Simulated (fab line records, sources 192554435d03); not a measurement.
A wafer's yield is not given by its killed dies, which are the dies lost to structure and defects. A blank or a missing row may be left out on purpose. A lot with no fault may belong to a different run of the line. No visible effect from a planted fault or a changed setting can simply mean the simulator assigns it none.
3 desks looking at one fault ; flow n5_finfet ; each desk has only its own numbers; what lay behind them comes last

## FROM THE METROLOGY DESK
Means of the sampled wafers that have a number, per lot and without regard to the tool the lot ran on: this is what the gauges read. Any lot whose mean is over 4 standard deviations away from the usual mean is out of limits and marked OUT; that distance is given in the brackets. It has 11 readings; the 7 that lie furthest out on some lot are the ones shown.
Columns: A = NWFM_OVL at N5_HKMG_FIN_OVL_MEAS_13, usual 0.1 nm; B = DIBL_N at N5_BEOL_M4_RC_MEAS_101, usual 36.2 mV/V; C = DIBL_P at N5_BEOL_M4_RC_MEAS_101, usual 36.1 mV/V; D = IOFF_N at N5_BEOL_M4_RC_MEAS_101, usual 0.16 nA/um; E = IOFF_P at N5_BEOL_M4_RC_MEAS_101, usual 0.21 nA/um; F = SS_N at N5_BEOL_M4_RC_MEAS_101, usual 71.6 mV/dec; G = SS_P at N5_BEOL_M4_RC_MEAS_101, usual 73.3 mV/dec
lot;first seen here;A;B;C;D;E;F;G
L841;day 5 17:26;-0.1;37.8;35.8;0.17;0.19;71.6;73.8
L842;day 5 23:14;0.7;35.4;34.5;0.14;0.17;71.3;72.7
L850;day 7 22:08;0.5;35.2;34.5;0.15;0.20;71.3;73.1
L851;day 8 07:38;0.4;36.7;36.5;0.16;0.19;71.0;73.3
L852;day 8 15:04;-0.9;35.9;36.1;0.14;0.22;71.3;73.8
L855;day 9 10:17;0.4;39.4;39.6;0.22;0.28;72.6;74.6
Finding of this desk: none of the 6 lots has anything out of limits.

## THE TOOL OWNER'S DESK: litho_track-03
The tool's own readings at N5_HKMG_FIN_COAT_85 (time 60 s, resist thk 300 nm): means of the sampled wafers that have a number, for each lot that ran on this tool. Any lot whose mean is over 4 standard deviations away from the usual mean is out of limits and marked OUT; that distance is given in the brackets.
Columns: A = heater_power_total_W at N5_HKMG_FIN_COAT_85, usual 500.2 W; B = spin_speed_rpm at N5_HKMG_FIN_COAT_85, usual 1500.0 rpm
lot;first seen here;A;B
L842;day 6 00:32;499.5;1499.7
L850;day 7 23:28;499.9;1186.1 (-99 or more) OUT
L852;day 8 16:23;500.6;1185.7 (-99 or more) OUT
This desk finds L850, L852 out of limits, L850 being first, at day 7 23:28 (spin_speed_rpm at N5_HKMG_FIN_COAT_85). In limits: L842.

## THE DEFECT DESK
Inspection counts along the route, by lot: the mean over sampled wafers that carry a number. Any lot whose mean is over 4 standard deviations away from the usual mean is out of limits and marked OUT; that distance is given in the brackets.
Columns: A = raw_defect_count at N5_HKMG_FIN_INSPECT_14, usual 2.0
lot;first seen here;A
L841;day 5 17:28;1.0
L842;day 5 23:16;3.0
L850;day 7 22:10;2.3
L851;day 8 07:39;4.0
L852;day 8 15:05;2.3
L855;day 9 10:19;1.3
Finding of this desk: none of the 6 lots has anything out of limits.

## ALL TOGETHER
On L850, L852, at day 7 23:28, an alarm was possible from the tool owner's desk.
At the metrology desk, nothing out of limits was observed.
The defect desk saw nothing out of limits.
The metrology desk holds a record of L850, L852, inside its limits.
The defect desk has L850, L852 on record, within its limits.
On litho_track-03, each named lot ran N5_HKMG_FIN_COAT_85.

## WHAT THE SIMULATOR HAD INSERTED
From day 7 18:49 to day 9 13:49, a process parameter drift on litho_track-03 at N5_HKMG_FIN_COAT_85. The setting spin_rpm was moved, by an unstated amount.
Struck lots among those shown: L850, L852.
Delay in hours, fault start to first out-of-limits reading, by desk: the tool owner's desk at 5.
